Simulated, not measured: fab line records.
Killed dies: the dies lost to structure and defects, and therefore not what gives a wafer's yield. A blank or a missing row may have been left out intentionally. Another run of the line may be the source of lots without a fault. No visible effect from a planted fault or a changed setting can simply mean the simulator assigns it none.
Split-lot trial / flow n5Finfet / 7 lots, 39 wafers read, on a route of 1938 steps

== THE SPLIT ITSELF ==
At N5_MOL_CONTACT_COAG_ETCHBACK_135 (etches SiO2 in CHF3, target depth 25 nm, time 16.7 s), the setting targetDepthA was moved away from the recipe's 250 angstrom on 18 of the 39 wafers read, by -58.7% to +43.5%. This setting was run at the recipe's value on the other wafers.

== FROM THE SPLIT ON TO THE READING: in between, the file shows 1 step ==
- N5_MOL_CONTACT_COAG_STRIP_118: strips in CHF3

== THE READING ==
SOC_of_MOL_CONTACT_COAG_COAT_75.thkNm (the simulator's own value, which no gauge read), in nm, at N5_MOL_CONTACT_COAG_VIA_ETCH_46 (etches SiO2 in C4F6/O2, target depth 46 nm, overetch 9.2 nm, time 40 s). There is no usual value for it anywhere in the file. Average 50.7 nm, standard deviation 0.29 nm, over the 21 wafers here run with the recipe.

wafer=L076.1; tool, chamber at the split=rieDiel-03, 0; targetDepthA as run, angstrom=175; against the recipe=-30.0%; SOC_of_MOL_CONTACT_COAG_COAT_75.thkNm, nm=51.6; against lot-mates on the recipe=+1.3
wafer=L076.6; tool, chamber at the split=rieDiel-03, 0; targetDepthA as run, angstrom=175; against the recipe=-30.0%; SOC_of_MOL_CONTACT_COAG_COAT_75.thkNm, nm=51.6; against lot-mates on the recipe=+1.3
wafer=L076.2; tool, chamber at the split=rieDiel-03, 2; targetDepthA as run, angstrom=175; against the recipe=-30.0%; SOC_of_MOL_CONTACT_COAG_COAT_75.thkNm, nm=51.2; against lot-mates on the recipe=+0.9
wafer=L076.3; tool, chamber at the split=rieDiel-03, 1,3; targetDepthA as run, angstrom=250; against the recipe=recipe; SOC_of_MOL_CONTACT_COAG_COAT_75.thkNm, nm=50.2; against lot-mates on the recipe=-
wafer=L076.4; tool, chamber at the split=rieDiel-03, 3; targetDepthA as run, angstrom=250; against the recipe=recipe; SOC_of_MOL_CONTACT_COAG_COAT_75.thkNm, nm=50.4; against lot-mates on the recipe=-
wafer=L076.5; tool, chamber at the split=rieDiel-03, 1,3; targetDepthA as run, angstrom=250; against the recipe=recipe; SOC_of_MOL_CONTACT_COAG_COAT_75.thkNm, nm=50.4; against lot-mates on the recipe=-
wafer=L079.1; tool, chamber at the split=rieDiel-03, 1,0; targetDepthA as run, angstrom=340.4; against the recipe=+36.2%; SOC_of_MOL_CONTACT_COAG_COAT_75.thkNm, nm=49.4; against lot-mates on the recipe=-1.1
wafer=L079.2; tool, chamber at the split=rieDiel-03, 1,0; targetDepthA as run, angstrom=340.4; against the recipe=+36.2%; SOC_of_MOL_CONTACT_COAG_COAT_75.thkNm, nm=49.8; against lot-mates on the recipe=-0.7
wafer=L079.3; tool, chamber at the split=rieDiel-03, 2; targetDepthA as run, angstrom=340.4; against the recipe=+36.2%; SOC_of_MOL_CONTACT_COAG_COAT_75.thkNm, nm=49.8; against lot-mates on the recipe=-0.7
wafer=L079.4; tool, chamber at the split=rieDiel-03, 3,2,3; targetDepthA as run, angstrom=250; against the recipe=recipe; SOC_of_MOL_CONTACT_COAG_COAT_75.thkNm, nm=50.4; against lot-mates on the recipe=-
wafer=L079.6; tool, chamber at the split=rieDiel-03, 3,2,3; targetDepthA as run, angstrom=250; against the recipe=recipe; SOC_of_MOL_CONTACT_COAG_COAT_75.thkNm, nm=50.4; against lot-mates on the recipe=-
wafer=L079.5; tool, chamber at the split=rieDiel-03, 3,2,3; targetDepthA as run, angstrom=250; against the recipe=recipe; SOC_of_MOL_CONTACT_COAG_COAT_75.thkNm, nm=50.6; against lot-mates on the recipe=-
wafer=L083.1; tool, chamber at the split=rieDiel-05, 0; targetDepthA as run, angstrom=250; against the recipe=recipe; SOC_of_MOL_CONTACT_COAG_COAT_75.thkNm, nm=50.8; against lot-mates on the recipe=-
wafer=L083.2; tool, chamber at the split=rieDiel-05, 2,3; targetDepthA as run, angstrom=250; against the recipe=recipe; SOC_of_MOL_CONTACT_COAG_COAT_75.thkNm, nm=50.6; against lot-mates on the recipe=-
wafer=L083.4; tool, chamber at the split=rieDiel-05, 2,3; targetDepthA as run, angstrom=250; against the recipe=recipe; SOC_of_MOL_CONTACT_COAG_COAT_75.thkNm, nm=50.6; against lot-mates on the recipe=-
wafer=L083.3; tool, chamber at the split=rieDiel-05, 1,2; targetDepthA as run, angstrom=358.8; against the recipe=+43.5%; SOC_of_MOL_CONTACT_COAG_COAT_75.thkNm, nm=49.8; against lot-mates on the recipe=-0.9
wafer=L083.5; tool, chamber at the split=rieDiel-05, 3; targetDepthA as run, angstrom=358.8; against the recipe=+43.5%; SOC_of_MOL_CONTACT_COAG_COAT_75.thkNm, nm=49.2; against lot-mates on the recipe=-1.5
wafer=L083.6; tool, chamber at the split=rieDiel-05, 1,2; targetDepthA as run, angstrom=358.8; against the recipe=+43.5%; SOC_of_MOL_CONTACT_COAG_COAT_75.thkNm, nm=49.6; against lot-mates on the recipe=-1.1
wafer=L084.1; tool, chamber at the split=rieDiel-03, 3,1,3; targetDepthA as run, angstrom=183.3; against the recipe=-26.7%; SOC_of_MOL_CONTACT_COAG_COAT_75.thkNm, nm=51; against lot-mates on the recipe=+0.5
wafer=L084.6; tool, chamber at the split=rieDiel-03, 3,1,3; targetDepthA as run, angstrom=183.3; against the recipe=-26.7%; SOC_of_MOL_CONTACT_COAG_COAT_75.thkNm, nm=51; against lot-mates on the recipe=+0.5
wafer=L084.2; tool, chamber at the split=rieDiel-03, 3,1,3; targetDepthA as run, angstrom=183.3; against the recipe=-26.7%; SOC_of_MOL_CONTACT_COAG_COAT_75.thkNm, nm=50.8; against lot-mates on the recipe=+0.3
wafer=L084.3; tool, chamber at the split=rieDiel-03, 2,2,1; targetDepthA as run, angstrom=250; against the recipe=recipe; SOC_of_MOL_CONTACT_COAG_COAT_75.thkNm, nm=50.6; against lot-mates on the recipe=-
wafer=L084.4; tool, chamber at the split=rieDiel-03, 2,2,1; targetDepthA as run, angstrom=250; against the recipe=recipe; SOC_of_MOL_CONTACT_COAG_COAT_75.thkNm, nm=50.6; against lot-mates on the recipe=-
wafer=L084.5; tool, chamber at the split=rieDiel-03, 2,2,1; targetDepthA as run, angstrom=250; against the recipe=recipe; SOC_of_MOL_CONTACT_COAG_COAT_75.thkNm, nm=50.2; against lot-mates on the recipe=-
wafer=L085.1; tool, chamber at the split=rieDiel-05, 2,3,2; targetDepthA as run, angstrom=340.5; against the recipe=+36.2%; SOC_of_MOL_CONTACT_COAG_COAT_75.thkNm, nm=49.8; against lot-mates on the recipe=-1.3
wafer=L085.2; tool, chamber at the split=rieDiel-05, 2,3,2; targetDepthA as run, angstrom=340.5; against the recipe=+36.2%; SOC_of_MOL_CONTACT_COAG_COAT_75.thkNm, nm=49.8; against lot-mates on the recipe=-1.3
wafer=L085.5; tool, chamber at the split=rieDiel-05, 2,3,2; targetDepthA as run, angstrom=340.5; against the recipe=+36.2%; SOC_of_MOL_CONTACT_COAG_COAT_75.thkNm, nm=49.8; against lot-mates on the recipe=-1.3
wafer=L085.3; tool, chamber at the split=rieDiel-05, 1; targetDepthA as run, angstrom=250; against the recipe=recipe; SOC_of_MOL_CONTACT_COAG_COAT_75.thkNm, nm=51.2; against lot-mates on the recipe=-
wafer=L085.6; tool, chamber at the split=rieDiel-05, 1; targetDepthA as run, angstrom=250; against the recipe=recipe; SOC_of_MOL_CONTACT_COAG_COAT_75.thkNm, nm=51.2; against lot-mates on the recipe=-
wafer=L085.4; tool, chamber at the split=rieDiel-05, 0; targetDepthA as run, angstrom=250; against the recipe=recipe; SOC_of_MOL_CONTACT_COAG_COAT_75.thkNm, nm=50.8; against lot-mates on the recipe=-
wafer=L094.1; tool, chamber at the split=rieDiel-05, 1; targetDepthA as run, angstrom=250; against the recipe=recipe; SOC_of_MOL_CONTACT_COAG_COAT_75.thkNm, nm=51; against lot-mates on the recipe=-
wafer=L094.3; tool, chamber at the split=rieDiel-05, 0; targetDepthA as run, angstrom=250; against the recipe=recipe; SOC_of_MOL_CONTACT_COAG_COAT_75.thkNm, nm=51; against lot-mates on the recipe=-
wafer=L094.5; tool, chamber at the split=rieDiel-05, 0; targetDepthA as run, angstrom=250; against the recipe=recipe; SOC_of_MOL_CONTACT_COAG_COAT_75.thkNm, nm=51; against lot-mates on the recipe=-
wafer=L095.1; tool, chamber at the split=rieDiel-01, 1; targetDepthA as run, angstrom=103.2; against the recipe=-58.7%; SOC_of_MOL_CONTACT_COAG_COAT_75.thkNm, nm=52; against lot-mates on the recipe=+1.4
wafer=L095.4; tool, chamber at the split=rieDiel-01, 2; targetDepthA as run, angstrom=103.2; against the recipe=-58.7%; SOC_of_MOL_CONTACT_COAG_COAT_75.thkNm, nm=52; against lot-mates on the recipe=+1.4
wafer=L095.2; tool, chamber at the split=rieDiel-01, 0,3,1; targetDepthA as run, angstrom=250; against the recipe=recipe; SOC_of_MOL_CONTACT_COAG_COAT_75.thkNm, nm=50.8; against lot-mates on the recipe=-
wafer=L095.3; tool, chamber at the split=rieDiel-01, 0,3,1; targetDepthA as run, angstrom=250; against the recipe=recipe; SOC_of_MOL_CONTACT_COAG_COAT_75.thkNm, nm=50.4; against lot-mates on the recipe=-
wafer=L095.5; tool, chamber at the split=rieDiel-01, 0,3,1; targetDepthA as run, angstrom=250; against the recipe=recipe; SOC_of_MOL_CONTACT_COAG_COAT_75.thkNm, nm=50.6; against lot-mates on the recipe=-
wafer=L095.6; tool, chamber at the split=rieDiel-01, 0; targetDepthA as run, angstrom=103.2; against the recipe=-58.7%; SOC_of_MOL_CONTACT_COAG_COAT_75.thkNm, nm=52.2; against lot-mates on the recipe=+1.6
When a row names more than one chamber, that row covers several wafers, and the file does not tell which wafer ran in which chamber.

FIT RESULTS
A straight line over all 39 wafers: SOC_of_MOL_CONTACT_COAG_COAT_75.thkNm changes by -0.024 nm for each +1% of targetDepthA; r = -0.93; the points scatter about the line by 0.27 nm.
The same after taking each lot's own level away (the mean of its wafers on the recipe; 39 wafers): -0.0268 nm for each +1%; r = -0.96; scatter 0.22 nm.
That fit puts the effect of the largest move of targetDepthA on the reading at 1.6 nm.
From 50.33 to 51.07 nm: that is the span of the lots' own levels, equal to 2.5 times the standard deviation above.
Thus the slope moves with the lot-to-lot level: the two fits are different.
Check: for one of the wafers moved furthest among these (-58.7%), held out of the fit, the line's prediction against its lot-mates is +1.59 nm. Against them it came out at +1.4 nm.

== THESE WAFERS: OTHER SPLITS ==
Other splits were also applied to these wafers ahead of the reading. Each is held against what the fit with the lots' levels taken away leaves over:
other split on the same wafers=N5_ZERO_LAYER_PECVD_02 timeS; wafers away from the commonest value=18; r with SOC_of_MOL_CONTACT_COAG_COAT_75.thkNm (lot level and that fit taken away)=+0.11
other split on the same wafers=N5_SD_EPI_N_DESCUM_14 timeS; wafers away from the commonest value=9; r with SOC_of_MOL_CONTACT_COAG_COAT_75.thkNm (lot level and that fit taken away)=+0.21
other split on the same wafers=N5_HKMG_FIN_HK_ALD_01 aldCycles; wafers away from the commonest value=15; r with SOC_of_MOL_CONTACT_COAG_COAT_75.thkNm (lot level and that fit taken away)=+0.16

== THE WHOLE CHAIN: every reading that the file lists as answering this split, in the file's order ==
step=N5_MOL_CONTACT_COAG_ETCHBACK_135; what it does=etches SiO2 in CHF3, target depth 25 nm, time 16.7 s; reading=SOC_of_MOL_CONTACT_COAG_COAT_75.thkNm (the simulator's own value, which no gauge read); change (the file's fit)=-0.0254 nm for each +1% of the setting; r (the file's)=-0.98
step=N5_MOL_CONTACT_COAG_VIA_ETCH_46; what it does=etches SiO2 in C4F6/O2, target depth 46 nm, overetch 9.2 nm, time 40 s; reading=SOC_of_MOL_CONTACT_COAG_COAT_75.thkNm (the simulator's own value, which no gauge read); change (the file's fit)=-0.0268 nm for each +1% of the setting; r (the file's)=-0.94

== THE FILE'S OWN FIT ==
SOC_of_MOL_CONTACT_COAG_COAT_75.thkNm changes by -0.0268 nm for each +1% of targetDepthA, r = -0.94.
